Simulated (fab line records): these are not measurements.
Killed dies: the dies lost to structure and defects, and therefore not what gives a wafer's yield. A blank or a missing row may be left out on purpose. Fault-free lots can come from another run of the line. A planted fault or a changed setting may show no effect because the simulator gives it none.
Comparing a struck lot with a sound one / flow n5Finfet / 15 steps out of a route of 1938
Sound: the wafers L641.2, L641.4, L641.5. Struck: wafer L638.6. (L638.1, L638.5 of the same lot were not struck and are left out.) The cause comes at the end.
At each step with rows: each side's tool, then ch and its chambers, then its first start. Under that, the readings that differ: sound wafers / struck wafers / difference of the means / sigmas: that difference in standard deviations of wafers without a fault.
alike: readings whose means differ by less than 2 such deviations, and words and numbers that are the same on both sides. not compared: withheld readings, readings that some wafer has no value for, bounds like >300 that may hide the same value, and numbers for which the record gives no deviation and whose values overlap.
A row with sigmas, a row that says differs or no value, or rows on one side alone: a step with any of these is where the two part. Numbers that don't overlap but have no deviation are shown without sigmas and don't part them. A reading missing from all wafers of one side parts the sides only when that side holds two or more wafers.

first, 2 steps without rows for these wafers: N5_BEOL_M1_SPUTTER_92 (material Cu, target thk 4.5 nm, time 8.29 s); N5_BEOL_M1_ANNEAL_93 (time 240 s).
N5_BEOL_M1_SPUTTER_94: material Cu, target thk 4.5 nm, time 8.29 s.
  struck on pvdSputter-01, day 10 17:05; sound on pvdSputter-01, day 11 07:08
  alike: throttleValvePct
N5_BEOL_M1_ANNEAL_95: time 240 s.
  struck on pvdSputter-01, day 10 17:15; sound on pvdSputter-01, day 11 07:17
  alike: heaterPowerW
N5_BEOL_M1_SPUTTER_96: material Cu, target thk 4.5 nm, time 8.29 s.
  struck on pvdSputter-01, day 10 17:32; sound on pvdSputter-01, day 11 07:34
  alike: throttleValvePct
then, 1 step without rows for these wafers: N5_BEOL_M1_ECD_50 (material Cu, target thk 300 nm).
N5_BEOL_M1_ANNEAL_51: time 90 s.
  sound on rtpAnneal-01 ch 0, day 11 07:53; struck on rtpAnneal-02 ch 0, day 10 17:49
  alike: wafer_temp_C_max
then, 1 step without rows for these wafers: N5_BEOL_M1_CMP_52 (polishes, stops on SiOC, t overpolish 6.8 s, target thk 40 nm).
N5_BEOL_M1_THK_MEAS_53: measures by xrf.
  struck on filmMetro-01, day 10 18:25; sound on filmMetro-01, day 11 08:26
  alike: M1_THK
N5_BEOL_M1_PRE_CLEAN_60: time 15 s.
  sound on cvdCo-02 ch 1,2, day 11 08:28; struck on cvdCo-01 ch 1, day 10 18:26
  alike: heaterPowerW
then, 2 steps without rows for these wafers: N5_BEOL_M1_CO_CAP_55 (material Co, precursor CCTBA/H2, target thk 2 nm, time 102.1 s); N5_BEOL_M1_PRE_CLEAN_56 (time 15 s).
N5_BEOL_M1_DEP_57: deposits SiCN from 3MS/NH3, target thk 8 nm, time 14 s.
  sound on pecvd-03 ch 1,2, day 11 08:38; struck on pecvd-02 ch 1, day 10 18:36
reading=model.SiCN_of_BEOL_M1_DEP_57.thkNm (nm); sound=8 8.2 8.2; struck=14.2; difference=+6.1; sigmas=
  alike: showerheadPlenumPTorr, throttleValvePct
N5_BEOL_M1_RS_MEAS_58: a four-point-probe measurement.
  struck on filmMetro-01, day 10 18:40; sound on filmMetro-02, day 11 08:42
  alike: M1_RS
N5_BEOL_M4_RC_MEAS_101:
  sound on prober-02 ch 0, day 12 21:04; struck on prober-01 ch 0, day 12 16:43
reading=ION_P (uA/um); sound=466 465 464; struck=451; difference=-14; sigmas=-2
reading=VT_P (mV); sound=-249 -249 -250; struck=-257; difference=-8; sigmas=-2
  alike: DIBL_N, DIBL_P, IOFF_N, IOFF_P, ION_N, SS_N, SS_P, VT_N

== WHERE THEY PART ==
N5_BEOL_M4_RC_MEAS_101 only, going by this record.

WHY: whatever the simulator had introduced
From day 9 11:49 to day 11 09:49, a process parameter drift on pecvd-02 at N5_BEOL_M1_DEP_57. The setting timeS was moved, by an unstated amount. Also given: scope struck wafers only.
